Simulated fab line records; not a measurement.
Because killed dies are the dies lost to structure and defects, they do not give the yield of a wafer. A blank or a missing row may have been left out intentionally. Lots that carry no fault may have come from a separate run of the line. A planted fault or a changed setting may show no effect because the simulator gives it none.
Matching of chambers || flow n5 finfet || N5_SD_EPI_N_ETCHBACK_44 on rie diel-04 has 4 sister chambers
The step etches SiNx in CH3F/O2, stops on SiO2, target depth 14.5 nm. 8 wafers are shown with their chamber, then 9 later ones without.

## EACH WAFER AND ITS CHAMBER
{"wafer": "L074.2", "chamber": 2, "throttle valve pct (%)": 16.37, "showerhead plenum p Torr (Torr)": 2.01}
{"wafer": "L076.3", "chamber": 0, "throttle valve pct (%)": 16.23, "showerhead plenum p Torr (Torr)": 2.05}
{"wafer": "L076.5", "chamber": 0, "throttle valve pct (%)": 16.21, "showerhead plenum p Torr (Torr)": 2.05}
{"wafer": "L077.6", "chamber": 2, "throttle valve pct (%)": 16.40, "showerhead plenum p Torr (Torr)": 2.00}
{"wafer": "L082.6", "chamber": 1, "throttle valve pct (%)": 16.73, "showerhead plenum p Torr (Torr)": 2.09}
{"wafer": "L084.3", "chamber": 3, "throttle valve pct (%)": 16.39, "showerhead plenum p Torr (Torr)": 2.06}
{"wafer": "L084.5", "chamber": 3, "throttle valve pct (%)": 16.37, "showerhead plenum p Torr (Torr)": 2.06}
{"wafer": "L084.6", "chamber": 1, "throttle valve pct (%)": 16.75, "showerhead plenum p Torr (Torr)": 2.09}

## WAFERS WHOSE CHAMBER IS MISSING
{"wafer": "L086.2", "throttle valve pct (%)": 16.44, "showerhead plenum p Torr (Torr)": 2.00}
{"wafer": "L086.3", "throttle valve pct (%)": 16.40, "showerhead plenum p Torr (Torr)": 2.06}
{"wafer": "L086.5", "throttle valve pct (%)": 16.77, "showerhead plenum p Torr (Torr)": 2.09}
{"wafer": "L087.1", "throttle valve pct (%)": 16.42, "showerhead plenum p Torr (Torr)": 2.00}
{"wafer": "L087.2", "throttle valve pct (%)": 15.76, "showerhead plenum p Torr (Torr)": 2.05}
{"wafer": "L087.5", "throttle valve pct (%)": 16.45, "showerhead plenum p Torr (Torr)": 2.00}
{"wafer": "L089.2", "throttle valve pct (%)": 15.78, "showerhead plenum p Torr (Torr)": 2.05}
{"wafer": "L089.3", "throttle valve pct (%)": 16.45, "showerhead plenum p Torr (Torr)": 1.99}
{"wafer": "L089.5", "throttle valve pct (%)": 16.79, "showerhead plenum p Torr (Torr)": 2.09}

## WHICH CHAMBER EACH WENT THROUGH
{"wafer": "L086.2", "from the rows above": 2, "in truth": 2}
{"wafer": "L086.3", "from the rows above": 3, "in truth": 3}
{"wafer": "L086.5", "from the rows above": 1, "in truth": 1}
{"wafer": "L087.1", "from the rows above": 2, "in truth": 2}
{"wafer": "L087.2", "from the rows above": 0, "in truth": 0}
{"wafer": "L087.5", "from the rows above": 2, "in truth": 2}
{"wafer": "L089.2", "from the rows above": 0, "in truth": 0}
{"wafer": "L089.3", "from the rows above": 2, "in truth": 2}
{"wafer": "L089.5", "from the rows above": 1, "in truth": 1}
Placed correctly: 9 of 9. Left unplaced by these rows: 0. Number placed wrongly: 0.
How it was worked out, from the rows above alone: a wafer's distance from a chamber is the root of the sum, over the readings, of the square of ((its reading less the chamber's mean) divided by the reading's scatter). If the next closest chamber is less than 2 further off than the closest, the wafer can't be placed; otherwise it belongs to the closest. A chamber's mean is the mean of its shown wafers. The scatter: take each reading less its chamber's mean, square it, sum over the shown wafers, divide by the number of wafers less the number of chambers, and take the root.
